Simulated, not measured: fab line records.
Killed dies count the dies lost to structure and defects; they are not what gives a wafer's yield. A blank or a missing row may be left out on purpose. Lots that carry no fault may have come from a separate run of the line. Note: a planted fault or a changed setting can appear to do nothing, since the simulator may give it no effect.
fab line records	flow n5-finfet
[record] lots = 10	wafers = 30	last-day = 17
route steps=1938 shown HKMG_FIN@414 BEOL_M4@1088 PASSIVATION@1936
lots that met no fault: taken from a fault-free run of the same line
start-h: start of the lot's first displayed wafer, in hours after the record's first day	wait-h: time in hours since the lot's previous step	" repeats the value in the row above	L1.1+2: a row that stands for several wafers	- no value, or no start given	* or withheld: withheld	< > ~ a bound
route shown NAME@n: NAME is a module with steps in the file, n the number in the route of the first one	usual: mean and standard deviation over wafers with no fault	same: alike in all rows	chamber/n: place in a boat	sites: readings site by site	_std_site: standard deviation across them	_edge_site: outer sites' mean less inner sites'	radius-mm: for every site, how far away it sits from the centre of the wafer	mask NAME#n: copy n	behind: tool/chamber where the wafer was last shaped	hold: the reason the lot was held/the length of the hold in hours/how it ended	device: names the non-switching transistor (n, p or np)	end of line: at the end of the route, the tests of the same wafers	for a step that has no rows: nothing shown but its recipe	killed: dies lost to structure and defects at the first sort, not the wafer's yield	map: dies across one wafer; x = killed, . = not, _ = none there
set.NAME: the setting the step ran with; set.NAME@STEP: the setting that earlier step ran with	model.NAME: the simulator's own value behind a step, which no gauge read
steps of the route over a sample of lots; a table a step, a row a wafer
services: the hour from which a tool's chamber was out of use, counted from the record's first day as start-h (under 0 if before that day), plus the number of hours and why
[[steps]]
[step N5_HKMG_FIN_RTA_80]
[recipe] temp-c = withheld	time-s = 2	ambient = N2	idle-temp-c = 600	ramp-up-c-per-s = 150	ramp-down-c-per-s = 60	cool-to-c = 600
lot.wafer	tool	chamber	start-h	wait-h
L944.1+2+6	rtp-anneal-01	0	74.81	0.2
L945.1+4+5	rtp-anneal-01	0	82.17	0.2
L947.2+5+6	rtp-anneal-01	0	92.85	0.1
L952.1+4+5	rtp-anneal-01	0	123.46	0.1
L957.1+3+5	rtp-anneal-02	0	151.17	0.1
L958.2+3+5	rtp-anneal-02	0	161.20	0.3
L962.2+3+5	rtp-anneal-02	0	181.20	0.1
L963.1+3+6	rtp-anneal-02	0	191.55	0.3
L964.2+3+5	rtp-anneal-01	0	199.16	0.1
L967.1+2+3	rtp-anneal-01	0	219.38	0.1
[step N5_BEOL_M4_SPUTTER_81]
[recipe] material = Cu	target-thk-a = 45	temp-c = -20	chamber-pressure-pa = 0.07	power-w = withheld	time-s = 8.29
[usual] throttle-valve-pct = 29.7/1
lot.wafer	tool	chamber	start-h	wait-h	throttle-valve-pct
L944.1	pvd-sputter-01	-	165.46	0.1	28.5
L944.2	"	-	"	"	28.9
L944.6	"	-	"	"	28.9
L945.1	pvd-sputter-03	-	169.85	0.1	30.6
L945.4	"	-	"	"	31.5
L945.5	"	-	"	"	31.4
L947.2	pvd-sputter-02	-	179.44	0.1	30.7
L947.5	"	-	"	"	27.7
L947.6	"	-	"	"	30.1
L952.1	pvd-sputter-02	-	220.24	0.1	30.2
L952.4	"	-	"	"	28.0
L952.5	"	-	"	"	27.7
L957.1	pvd-sputter-01	-	228.08	0.1	30.4
L957.3	"	-	"	"	28.8
L957.5	"	-	"	"	30.1
L958.2	pvd-sputter-01	-	258.93	0.1	30.2
L958.3	"	-	"	"	30.2
L958.5	"	-	"	"	30.4
L962.2	pvd-sputter-03	-	267.73	0.1	30.9
L962.3	"	-	"	"	28.8
L962.5	"	-	"	"	29.9
L963.1	pvd-sputter-01	-	280.10	0.1	29.7
L963.3	"	-	"	"	29.1
L963.6	"	-	"	"	29.9
L964.2	pvd-sputter-02	-	293.28	0.1	27.7
L964.3	"	-	"	"	30.0
L964.5	"	-	"	"	29.7
L967.1	pvd-sputter-03	-	303.18	0.1	30.9
L967.2	"	-	"	"	31.0
L967.3	"	-	"	"	29.8
[step N5_BEOL_M4_ANNEAL_89]
[recipe] temp-c = 400	time-s = 240	ambient = vacuum
[usual] heater-power-w = 836/87
lot.wafer	tool	chamber	start-h	wait-h	heater-power-w
L944.1	pvd-sputter-01	-	165.98	0.0	793
L944.2	"	-	"	"	856
L944.6	"	-	"	"	864
L945.1	pvd-sputter-03	-	170.37	0.0	693
L945.4	"	-	"	"	908
L945.5	"	-	"	"	875
L947.2	pvd-sputter-02	-	179.96	0.0	725
L947.5	"	-	"	"	786
L947.6	"	-	"	"	946
L952.1	pvd-sputter-02	-	220.76	0.0	736
L952.4	"	-	"	"	773
L952.5	"	-	"	"	776
L957.1	pvd-sputter-01	-	228.60	0.0	971
L957.3	"	-	"	"	865
L957.5	"	-	"	"	996
L958.2	pvd-sputter-01	-	259.45	0.0	986
L958.3	"	-	"	"	848
L958.5	"	-	"	"	970
L962.2	pvd-sputter-03	-	268.25	0.0	687
L962.3	"	-	"	"	804
L962.5	"	-	"	"	836
L963.1	pvd-sputter-01	-	280.62	0.0	846
L963.3	"	-	"	"	845
L963.6	"	-	"	"	842
L964.2	pvd-sputter-02	-	293.80	0.0	781
L964.3	"	-	"	"	732
L964.5	"	-	"	"	927
L967.1	pvd-sputter-03	-	303.70	0.0	669
L967.2	"	-	"	"	893
L967.3	"	-	"	"	858
[step N5_BEOL_M4_PRE_CLEAN_60]
[recipe] gas = NH3/H2	time-s = 15	temp-c = *	rf-power-w = 300
[usual] heater-power-w = 84/11
lot.wafer	tool	chamber	start-h	wait-h	heater-power-w
L944.1	cvd-co-02	2	167.61	0.0	95
L944.2	"	0	"	"	87
L944.6	"	0	"	"	88
L945.1	cvd-co-02	2	172.01	0.0	93
L945.4	"	2	"	"	94
L945.5	"	1	"	"	72
L947.2	cvd-co-02	2	181.77	0.0	93
L947.5	"	2	"	"	91
L947.6	"	0	"	"	87
L952.1	cvd-co-01	0	222.39	0.0	91
L952.4	"	1	"	"	65
L952.5	"	2	"	"	93
L957.1	cvd-co-01	2	230.44	0.2	92
L957.3	"	0	"	"	92
L957.5	"	0	"	"	92
L958.2	cvd-co-02	2	261.14	0.0	93
L958.3	"	0	"	"	88
L958.5	"	0	"	"	88
L962.2	cvd-co-01	1	270.15	0.0	65
L962.3	"	2	"	"	91
L962.5	"	2	"	"	91
L963.1	cvd-co-01	2	282.30	0.1	91
L963.3	"	0	"	"	94
L963.6	"	1	"	"	65
L964.2	cvd-co-02	0	295.43	0.0	87
L964.3	"	2	"	"	95
L964.5	"	2	"	"	94
L967.1	cvd-co-01	2	305.32	0.0	90
L967.2	"	0	"	"	96
L967.3	"	1	"	"	64
[step N5_BEOL_M4_RC_MEAS_101]
[usual] DIBL_N = 36.4/1.3	DIBL_P = 36.5/1.7	IOFF_N = 0.154/0.022	IOFF_P = 0.202/0.025	IOFF_P_85C = 3.5/0.35	IOFF_P_LIN = 0.095/0.0097	IOFF_P_LONG = 0.000101/8.8e-06	ION_N = 671/9.8	ION_P = 460/6.8	SS_N = 71.6/0.54	SS_P = 73.4/0.58	VT_N = 250.9/2.8	VT_N_LVT = 99.2/2.8	VT_P = -251.4/2.7	VT_P_LONG = -277/3.1
lot.wafer	tool	chamber	start-h	wait-h	DIBL_N[mV/V]	DIBL_P[mV/V]	IOFF_N[nA/um]	IOFF_P[nA/um]	IOFF_P_85C[nA/um]	IOFF_P_LIN[nA/um]	IOFF_P_LONG[nA/um]	ION_N[uA/um]	ION_P[uA/um]	SS_N[mV/dec]	SS_P[mV/dec]	VT_N[mV]	VT_N_LVT[mV]	VT_P[mV]	VT_P_LONG[mV]
L944.1	prober-01	0	167.88	0.0	39.0	37.2	0.176	0.213	3.6	0.095	9.3e-05	686	469	73.3	74.2	247.0	97.0	-251.2	-281
L944.2	"	0	"	"	39.4	37.7	0.183	0.222	3.8	0.098	9.2e-05	683	461	72.5	74.1	247.6	96.7	-249.5	-283
L944.6	"	0	"	"	40.5	39.9	0.224	0.259	4.3	0.110	9.8e-05	697	477	72.8	74.2	244.5	92.9	-250.8	-278
L945.1	prober-02	0	172.44	0.0	37.2	35.9	0.159	0.181	3.2	0.087	9.3e-05	682	449	73.0	73.1	252.0	97.8	-252.2	-278
L945.4	"	0	"	"	34.8	33.7	0.124	0.161	2.9	0.081	9.9e-05	668	458	71.3	73.1	255.4	98.4	-252.7	-278
L945.5	"	0	"	"	37.4	36.4	0.168	0.194	3.4	0.091	9.4e-05	674	452	72.1	72.9	250.2	94.6	-252.2	-278
L947.2	prober-02	0	182.20	0.2	38.3	37.9	0.157	0.293	4.9	0.134	0.000117	664	466	72.2	74.5	253.7	114.3	-243.7	-268
L947.5	"	0	"	"	35.9	35.6	0.121	0.245	4.3	0.119	0.000116	657	465	71.6	73.0	254.6	119.1	-243.9	-272
L947.6	"	0	"	"	34.8	33.8	0.105	0.224	3.9	0.112	0.000119	652	463	71.3	73.6	260.1	121.2	-243.9	-268
L952.1	prober-02	0	222.66	0.0	35.7	36.8	0.145	0.365	5.8	0.174	0.000154	664	485	71.6	74.1	252.2	114.8	-235.5	-262
L952.4	"	0	"	"	34.7	34.6	0.123	0.306	5.0	0.151	0.000157	659	480	71.8	73.4	254.5	117.4	-237.2	-264
L952.5	"	0	"	"	34.3	35.1	0.124	0.316	5.2	0.156	0.000158	665	490	70.6	73.6	253.0	116.8	-236.8	-266
L957.1	prober-02	0	230.72	0.0	36.2	36.7	0.164	0.205	3.6	0.095	9.9e-05	681	464	71.7	72.6	250.9	96.6	-250.8	-277
L957.3	"	0	"	"	35.1	35.4	0.143	0.187	3.3	0.090	9.5e-05	671	459	71.8	72.5	252.5	98.9	-251.6	-278
L957.5	"	0	"	"	34.2	33.9	0.132	0.176	3.1	0.086	0.000102	671	458	71.3	72.5	251.3	99.4	-253.4	-278
L958.2	prober-02	0	261.57	0.2	35.3	35.9	0.150	0.196	3.5	0.095	0.000115	689	471	71.5	73.8	247.1	97.3	-252.5	-273
L958.3	"	0	"	"	36.9	37.8	0.181	0.220	3.9	0.103	0.000111	689	467	72.5	73.8	248.2	94.1	-249.6	-273
L958.5	"	0	"	"	35.7	35.5	0.150	0.189	3.4	0.093	0.000113	674	462	71.9	73.2	249.2	97.2	-251.8	-271
L962.2	prober-02	0	270.59	0.2	38.0	37.3	0.181	0.232	3.9	0.105	0.000106	661	451	72.6	73.1	249.9	100.4	-248.6	-279
L962.3	"	0	"	"	37.6	37.1	0.163	0.225	3.8	0.104	0.000103	672	461	72.0	73.5	252.3	101.7	-251.1	-277
L962.5	"	0	"	"	37.0	36.4	0.157	0.221	3.8	0.102	0.000108	671	463	71.7	73.4	250.5	102.7	-250.3	-278
L963.1	prober-01	0	282.60	0.0	35.8	35.5	0.135	0.225	3.8	0.108	0.000124	662	466	70.9	73.0	253.4	102.1	-250.0	-272
L963.3	"	0	"	"	38.0	37.1	0.161	0.260	4.3	0.118	0.000116	656	461	72.7	73.9	249.9	100.8	-247.8	-272
L963.6	"	0	"	"	36.2	35.9	0.139	0.243	4.0	0.111	0.000119	655	458	71.7	73.3	252.5	103.4	-245.9	-270
L964.2	prober-01	0	295.86	0.2	37.1	35.6	0.163	0.198	3.5	0.094	0.000106	661	449	71.9	73.7	250.8	96.8	-252.9	-275
L964.3	"	0	"	"	37.6	37.3	0.188	0.241	4.1	0.108	0.000105	676	463	71.9	74.4	244.2	93.2	-245.9	-277
L964.5	"	0	"	"	37.2	37.7	0.193	0.248	4.2	0.111	0.000112	687	469	71.4	73.6	246.1	92.7	-245.7	-277
L967.1	prober-01	0	305.59	0.0	36.1	37.4	0.157	0.192	3.4	0.092	9.7e-05	677	453	71.5	73.3	247.4	98.3	-252.0	-277
L967.2	"	0	"	"	37.4	38.9	0.189	0.220	3.8	0.101	9.8e-05	685	465	71.6	74.2	245.6	94.9	-250.3	-280
L967.3	"	0	"	"	37.3	38.9	0.187	0.211	3.6	0.098	9.4e-05	669	455	71.8	73.7	248.7	96.7	-251.6	-278
[step N5_PASSIVATION_PROBE_49]
[usual] defect-limited-yield = 91.1/1.3	killed_at_M0_to_M3 = 34/10	killed_at_M4_up = 14/5.7	killed-at-contacts = 12/5.9	killed-at-front-end = 41/12	killed-at-other = 4/3.1	killed-dies = 105/15	killed-open = 69/11	killed-short = 35/7.8	sort_bin_4_leakage = 0/0	sort_bin_5_function = 5.3/0.81	sort_bin_6_memory = 3.3/0.75	sort_bin_8_speed = 0.00/0.007	sort-n-pass = 1075/15	sort-yield-pct = 91.1/1.3
[same] gross-dies = 1180	killed-at-back-side = 0
lot.wafer	tool	chamber	start-h	wait-h	defect-limited-yield[%]	killed_at_M0_to_M3	killed_at_M4_up	killed-at-contacts	killed-at-front-end	killed-at-other	killed-dies	killed-open	killed-short	sort_bin_4_leakage[%]	sort_bin_5_function[%]	sort_bin_6_memory[%]	sort_bin_8_speed[%]	sort-n-pass	sort-yield-pct[%]
L944.1	prober-02	-	267.79	0.0	91.3	37	15	15	33	3	103	72	31	0	5.2	3.6	0	1077	91.3
L944.2	prober-02	-	267.84	0.1	89.7	39	11	17	47	7	121	80	39	0	6.0	4.2	0	1059	89.7
L944.6	prober-02	-	268.04	0.3	92.5	26	10	17	33	3	89	55	28	0	4.5	2.5	0	1091	92.5
L945.1	prober-01	-	272.48	0.0	90.5	41	18	20	32	1	112	72	39	0	5.3	4.0	0	1068	90.5
L945.4	prober-01	-	272.63	0.2	90.4	35	22	11	45	0	113	65	47	0	5.7	3.2	0	1067	90.4
L945.5	prober-01	-	272.68	0.2	91.8	37	17	10	33	0	97	61	35	0	4.7	3.4	0	1083	91.8
L947.2	prober-02	-	282.13	0.1	90.9	41	5	23	35	3	107	75	31	0	6.3	2.5	0	1073	90.9
L947.5	prober-02	-	282.28	0.2	90.8	41	10	24	31	2	108	76	31	0	5.4	3.6	0	1072	90.8
L947.6	prober-02	-	282.33	0.3	91.6	46	6	16	30	1	99	66	30	0	5.3	2.5	0	1081	91.6
L952.1	prober-02	-	329.65	0.0	88.6	19	9	30	75	1	134	95	39	0.08	6.9	4.2	0	1045	88.6
L952.4	prober-02	-	329.80	0.2	90.3	29	13	8	59	5	114	73	35	0	5.6	3.5	0	1066	90.3
L952.5	prober-02	-	329.85	0.2	86.3	47	11	18	83	3	162	113	49	0	8.6	5.1	0	1018	86.3
L957.1	prober-02	-	330.19	0.0	89.9	31	18	6	55	9	119	72	45	0	5.5	4.2	0	1061	89.9
L957.3	prober-02	-	330.29	0.1	86.2	65	15	6	71	6	163	111	48	0	6.9	6.1	0	1017	86.2
L957.5	prober-02	-	330.39	0.2	89.2	46	8	7	65	2	128	86	41	0	5.9	4.6	0	1052	89.2
L958.2	prober-01	-	364.22	0.1	90.1	25	23	14	47	8	117	92	24	0	5.8	3.9	0	1063	90.1
L958.3	prober-01	-	364.27	0.1	90.9	19	23	15	47	3	107	64	40	0	5.3	3.3	0	1073	90.9
L958.5	prober-01	-	364.37	0.2	91.8	19	14	11	39	14	97	53	38	0	4.6	3.1	0	1083	91.8
L962.2	prober-01	-	374.51	0.1	87.9	51	13	3	74	2	143	77	63	0	6.9	4.7	0	1037	87.9
L962.3	prober-01	-	374.56	0.1	90.8	50	8	3	42	6	109	67	40	0	5.8	3.0	0	1071	90.8
L962.5	prober-01	-	374.66	0.2	89.4	54	12	5	52	2	125	78	46	0	6.6	3.3	0	1055	89.4
L963.1	prober-02	-	387.36	0.0	89.5	35	8	15	59	7	124	89	34	0	6.5	3.8	0	1056	89.5
L963.3	prober-02	-	387.46	0.1	90.3	32	16	6	56	5	115	83	32	0	5.6	3.7	0	1065	90.3
L963.6	prober-02	-	387.61	0.3	91.6	14	9	16	49	11	99	67	32	0	5.2	3.1	0.08	1080	91.5
L964.2	prober-02	-	392.64	0.1	91.8	35	6	11	42	3	97	63	32	0	5.2	2.7	0	1083	91.8
L964.3	prober-02	-	392.69	0.1	92.0	39	13	17	23	2	94	53	40	0	4.5	3.2	0	1086	92.0
L964.5	prober-02	-	392.79	0.2	91.9	39	8	14	34	1	96	58	37	0	4.7	2.8	0	1084	91.9
L967.1	prober-01	-	403.40	0.0	91.2	41	11	16	29	7	104	68	35	0	5.3	3.3	0	1076	91.2
L967.2	prober-01	-	403.45	0.1	91.6	25	22	5	40	7	99	65	33	0	5.6	2.5	0	1081	91.6
L967.3	prober-01	-	403.50	0.1	92.1	38	13	14	21	7	93	55	32	0	4.7	3.0	0	1087	92.1
// killed by level:class
L944.1 BEOL_M3:geometric-particle:open=13 MOL_CONTACT_COAG:geometric-particle:open=11 BEOL_M1:geometric-particle:open=11 FIN_SAQP:geometric-particle:short=7 BEOL_M2:geometric-particle:open=7 BEOL_M8:geometric-particle:open=6 DUMMY_GATE:geometric-particle:open=5 FIN_SAQP:geometric-particle:open=4
L944.2 BEOL_M3:geometric-particle:open=18 MOL_CONTACT_COAG:geometric-particle:open=13 FIN_SAQP:geometric-particle:open=10 STI_FIN_REVEAL:geometric-particle:open=7 FIN_SAQP:geometric-particle:short=6 DUMMY_GATE:geometric-particle:open=5 BEOL_M1:geometric-particle:open=5 BEOL_M3:geometric-particle:short=5
L944.6 MOL_CONTACT_COAG:geometric-particle:open=15 BEOL_M3:geometric-particle:open=9 FIN_SAQP:geometric-particle:short=8 BEOL_M0_SAQP:geometric-particle:short=7 BEOL_M0_SAQP:geometric-particle:open=5 HKMG_FIN:area-etch=5 FIN_SAQP:geometric-particle:open=4 BEOL_M4:geometric-particle:open=4
L945.1 MOL_CONTACT_COAG:geometric-particle:open=17 BEOL_M0_SAQP:geometric-particle:open=12 BEOL_M0_SAQP:geometric-particle:short=12 BEOL_M4:geometric-particle:open=9 BEOL_M1:geometric-particle:open=6 FIN_SAQP:geometric-particle:open=5 STI_FIN_REVEAL:geometric-particle:open=5 FIN_SAQP:geometric-particle:short=4
L945.4 BEOL_M0_SAQP:geometric-particle:short=15 FIN_SAQP:geometric-particle:open=11 BEOL_M4:geometric-particle:open=10 FIN_SAQP:geometric-particle:short=8 MOL_CONTACT_COAG:geometric-particle:open=8 STI_FIN_REVEAL:geometric-particle:open=6 BEOL_M0_SAQP:geometric-particle:open=6 BEOL_M1:geometric-particle:open=5
L945.5 BEOL_M0_SAQP:geometric-particle:short=14 BEOL_M4:geometric-particle:open=13 BEOL_M0_SAQP:geometric-particle:open=11 FIN_SAQP:geometric-particle:open=6 FIN_SAQP:geometric-particle:short=6 STI_FIN_REVEAL:geometric-particle:open=6 MOL_CONTACT_COAG:geometric-particle:open=6 GATE_CUT:geometric-particle:short=5
L947.2 MOL_CONTACT_COAG:geometric-particle:open=21 BEOL_M2:geometric-particle:open=16 BEOL_M0_SAQP:geometric-particle:short=9 BEOL_M2:geometric-particle:short=7 GATE_CUT:geometric-particle:open=6 FIN_SAQP:geometric-particle:open=5 STI_FIN_REVEAL:geometric-particle:open=5 BEOL_M0_SAQP:geometric-particle:open=4
L947.5 MOL_CONTACT_COAG:geometric-particle:open=21 BEOL_M2:geometric-particle:open=10 BEOL_M3:geometric-particle:open=7 BEOL_M4:geometric-particle:open=7 BEOL_M0_SAQP:geometric-particle:short=6 FIN_SAQP:geometric-particle:open=4 STI_FIN_REVEAL:geometric-particle:open=4 DUMMY_GATE:geometric-particle:open=4
L947.6 MOL_CONTACT_COAG:geometric-particle:open=14 BEOL_M2:geometric-particle:open=11 BEOL_M0_SAQP:geometric-particle:short=11 BEOL_M1:geometric-particle:open=7 STI_FIN_REVEAL:geometric-particle:open=6 BEOL_M2:geometric-particle:short=6 BEOL_M4:geometric-particle:open=5 FIN_SAQP:geometric-particle:open=4
L952.1 FIN_SAQP:geometric-particle:open=33 MOL_CONTACT_COAG:geometric-particle:open=27 FIN_SAQP:geometric-particle:short=21 STI_FIN_REVEAL:geometric-particle:open=6 BEOL_M3:geometric-particle:open=6 BEOL_M2:geometric-particle:open=4 DUMMY_GATE:geometric-particle:open=3 MOL_CONTACT_COAG:geometric-particle:short=3
L952.4 FIN_SAQP:geometric-particle:open=22 FIN_SAQP:geometric-particle:short=14 BEOL_M2:geometric-particle:open=11 BEOL_M3:geometric-particle:open=7 MOL_CONTACT_COAG:geometric-particle:open=6 BEOL_M4:geometric-particle:open=5 HKMG_FIN:area-etch=5 BEOL_M1:geometric-particle:open=4
L952.5 FIN_SAQP:geometric-particle:open=35 MOL_CONTACT_COAG:geometric-particle:open=12 STI_FIN_REVEAL:geometric-particle:open=11 BEOL_M3:geometric-particle:open=11 BEOL_M2:geometric-particle:open=10 FIN_SAQP:geometric-particle:short=9 BEOL_M0_SAQP:geometric-particle:short=9 GATE_CUT:geometric-particle:short=7
L957.1 FIN_SAQP:geometric-particle:short=15 STI_FIN_REVEAL:geometric-particle:open=13 BEOL_M0_SAQP:geometric-particle:short=8 BEOL_M2:geometric-particle:open=8 FIN_SAQP:geometric-particle:open=6 BEOL_M3:geometric-particle:open=6 DUMMY_GATE:geometric-particle:open=5 MOL_CONTACT_COAG:geometric-particle:open=5
L957.3 BEOL_M0_SAQP:geometric-particle:open=17 FIN_SAQP:geometric-particle:short=15 STI_FIN_REVEAL:geometric-particle:open=15 BEOL_M0_SAQP:geometric-particle:short=13 FIN_SAQP:geometric-particle:open=11 DUMMY_GATE:geometric-particle:open=11 BEOL_M1:geometric-particle:open=11 BEOL_M2:geometric-particle:open=8
L957.5 STI_FIN_REVEAL:geometric-particle:open=25 FIN_SAQP:geometric-particle:short=10 BEOL_M0_SAQP:geometric-particle:open=8 BEOL_M0_SAQP:geometric-particle:short=8 BEOL_M1:geometric-particle:open=8 FIN_SAQP:geometric-particle:open=6 STARTING-WAFER:geometric-particle:open=6 BEOL_M3:geometric-particle:open=6
L958.2 FIN_SAQP:geometric-particle:open=15 BEOL_M4:geometric-particle:open=13 MOL_CONTACT_COAG:geometric-particle:open=12 BEOL_M1:geometric-particle:open=11 STI_FIN_REVEAL:geometric-particle:open=6 BEOL_M3:geometric-particle:open=6 GATE_CUT:geometric-particle:open=5 PAD_METAL:geometric-particle:open=5
L958.3 STI_FIN_REVEAL:geometric-particle:open=12 MOL_CONTACT_COAG:geometric-particle:open=12 BEOL_M4:geometric-particle:open=10 GATE_CUT:geometric-particle:short=7 ILD0:geometric-particle:short=6 ILD0:geometric-particle:open=4 BEOL_M1:geometric-particle:open=4 BEOL_M3:geometric-particle:open=4
L958.5 STI_FIN_REVEAL:geometric-particle:open=8 BEOL_M4:geometric-particle:open=8 FIN_SAQP:geometric-particle:open=7 MOL_CONTACT_COAG:geometric-particle:open=6 BEOL_M3:geometric-particle:open=6 MOL_CONTACT_COAG:geometric-particle:short=5 PAD_METAL:geometric-particle:short=5 PAD_METAL:geometric-particle:open=4
L962.2 FIN_SAQP:geometric-particle:short=30 FIN_SAQP:geometric-particle:open=19 BEOL_M0_SAQP:geometric-particle:short=14 BEOL_M0_SAQP:geometric-particle:open=10 STI_FIN_REVEAL:geometric-particle:open=8 BEOL_M3:geometric-particle:open=8 BEOL_M1:geometric-particle:open=7 BEOL_M4:geometric-particle:open=5
L962.3 BEOL_M3:geometric-particle:open=15 BEOL_M0_SAQP:geometric-particle:short=13 FIN_SAQP:geometric-particle:open=9 FIN_SAQP:geometric-particle:short=8 BEOL_M0_SAQP:geometric-particle:open=7 STI_FIN_REVEAL:geometric-particle:open=6 GATE_CUT:geometric-particle:short=6 BEOL_M2:geometric-particle:open=5
L962.5 FIN_SAQP:geometric-particle:short=16 BEOL_M0_SAQP:geometric-particle:open=15 FIN_SAQP:geometric-particle:open=14 BEOL_M3:geometric-particle:open=14 BEOL_M0_SAQP:geometric-particle:short=9 BEOL_M1:geometric-particle:open=6 BEOL_M2:geometric-particle:open=6 STI_FIN_REVEAL:geometric-particle:open=5
L963.1 STI_FIN_REVEAL:geometric-particle:open=14 MOL_CONTACT_COAG:geometric-particle:open=14 FIN_SAQP:geometric-particle:open=10 GATE_CUT:geometric-particle:open=7 BEOL_M1:geometric-particle:open=7 GATE_CUT:geometric-particle:short=7 BEOL_M2:geometric-particle:open=6 BEOL_M3:geometric-particle:open=6
L963.3 FIN_SAQP:geometric-particle:open=14 BEOL_M3:geometric-particle:open=10 BEOL_M2:geometric-particle:open=10 DUMMY_GATE:geometric-particle:open=7 BEOL_M4:geometric-particle:open=7 FIN_SAQP:geometric-particle:short=6 GATE_CUT:geometric-particle:open=6 GATE_CUT:geometric-particle:short=6
L963.6 MOL_CONTACT_COAG:geometric-particle:open=13 FIN_SAQP:geometric-particle:open=9 STI_FIN_REVEAL:geometric-particle:open=8 GATE_CUT:geometric-particle:short=6 FIN_SAQP:geometric-particle:short=4 GATE_CUT:geometric-particle:open=4 BEOL_M4:geometric-particle:open=4 PAD_METAL:geometric-particle:short=4
L964.2 STI_FIN_REVEAL:geometric-particle:open=10 BEOL_M3:geometric-particle:open=10 BEOL_M0_SAQP:geometric-particle:open=9 MOL_CONTACT_COAG:geometric-particle:open=7 BEOL_M0_SAQP:geometric-particle:short=7 FIN_SAQP:geometric-particle:open=4 STI_FIN_REVEAL:geometric-particle:short=4 GATE_CUT:geometric-particle:short=4
L964.3 BEOL_M0_SAQP:geometric-particle:short=15 MOL_CONTACT_COAG:geometric-particle:open=12 MOL_CONTACT_COAG:geometric-particle:short=5 BEOL_M0_SAQP:geometric-particle:open=5 BEOL_M3:geometric-particle:open=5 FIN_SAQP:geometric-particle:open=4 STI_FIN_REVEAL:geometric-particle:open=4 BEOL_M2:geometric-particle:short=4
L964.5 BEOL_M0_SAQP:geometric-particle:short=13 MOL_CONTACT_COAG:geometric-particle:open=11 BEOL_M0_SAQP:geometric-particle:open=9 DUMMY_GATE:geometric-particle:open=7 STI_FIN_REVEAL:geometric-particle:open=6 FIN_SAQP:geometric-particle:open=5 BEOL_M3:geometric-particle:open=5 STI_FIN_REVEAL:geometric-particle:short=4
L967.1 MOL_CONTACT_COAG:geometric-particle:open=16 BEOL_M0_SAQP:geometric-particle:short=15 BEOL_M0_SAQP:geometric-particle:open=10 STI_FIN_REVEAL:geometric-particle:open=8 BEOL_M2:geometric-particle:open=7 FIN_SAQP:geometric-particle:open=6 BEOL_M1:geometric-particle:open=6 FIN_SAQP:geometric-particle:short=4
L967.2 BEOL_M4:geometric-particle:open=13 FIN_SAQP:geometric-particle:open=10 STI_FIN_REVEAL:geometric-particle:open=9 FIN_SAQP:geometric-particle:short=7 BEOL_M0_SAQP:geometric-particle:open=7 MOL_CONTACT_COAG:geometric-particle:open=5 BEOL_M1:geometric-particle:open=5 BEOL_M3:geometric-particle:open=4
L967.3 MOL_CONTACT_COAG:geometric-particle:open=9 BEOL_M0_SAQP:geometric-particle:short=9 BEOL_M0_SAQP:geometric-particle:open=9 STI_FIN_REVEAL:geometric-particle:open=7 BEOL_M3:geometric-particle:open=7 FIN_SAQP:geometric-particle:short=5 MOL_CONTACT_COAG:geometric-particle:short=5 BEOL_M1:geometric-particle:open=5
[[services]]
tool	chamber	start-h	hours	kind
pvd-sputter-01	-	60.69	23.4	repair
pvd-sputter-02	-	68.14	2.4	repair
pvd-sputter-03	-	75.04	0.7	repair
cvd-co-02	1	94.03	3.4	repair
cvd-co-02	-	98.11	0.5	repair
cvd-co-02	1	114.67	-	clean
cvd-co-02	1	114.67	22.0	scheduled-down
cvd-co-02	1	114.67	22.0	vent-cycle
pvd-sputter-03	-	119.61	1.0	repair
cvd-co-02	-	140.76	6.0	pm
cvd-co-02	1	147.47	14.9	repair
pvd-sputter-02	-	222.72	1.7	repair
cvd-co-02	-	226.67	6.9	pm
cvd-co-01	1	260.99	2.6	repair
rtp-anneal-01	-	295.09	4.3	pm
cvd-co-02	-	303.49	1.5	repair
cvd-co-02	-	305.01	2.8	pm
[[key]]
[first-sign] step = N5_BEOL_M4_RC_MEAS_101	reading = VT_N_LVT	direction = up	sigmas = 6.5	usual = 99.2	struck = 117.3
[effect] step = N5_BEOL_M4_RC_MEAS_101	reading = IOFF_P_LIN	direction = up	sigmas = 4.7	usual = 0.095	struck = 0.141
[effect] step = N5_BEOL_M4_RC_MEAS_101	reading = VT_P	direction = up	sigmas = 4.2	usual = -251.4	struck = -240.2
[effect] step = N5_BEOL_M4_RC_MEAS_101	reading = IOFF_P_LONG	direction = up	sigmas = 4.1	usual = 0.000101	struck = 0.000137
[effect] step = N5_BEOL_M4_RC_MEAS_101	reading = IOFF_P_85C	direction = up	sigmas = 3.9	usual = 3.5	struck = 4.9
[effect] step = N5_BEOL_M4_RC_MEAS_101	reading = IOFF_P	direction = up	sigmas = 3.5	usual = 0.202	struck = 0.292
[effect] step = N5_BEOL_M4_RC_MEAS_101	reading = VT_P_LONG	direction = up	sigmas = 3.3	usual = -277	struck = -267
[effect] step = N5_BEOL_M4_RC_MEAS_101	reading = ION_P	direction = up	sigmas = 2.2	usual = 460	struck = 475
met-at N5_HKMG_FIN_RTA_80
struck-lots L947,L952
not-acting-at N5_BEOL_M4_SPUTTER_81,N5_BEOL_M4_ANNEAL_89,N5_BEOL_M4_PRE_CLEAN_60
onset-between 82.17 92.85
[fault] kind = process-parameter-drift	tool = rtp-anneal-01	chamber = -	onset-h = 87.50	steps = N5_HKMG_FIN_RTA_80	channel = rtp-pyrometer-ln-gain	offset = 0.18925	shape = step	end-h = 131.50
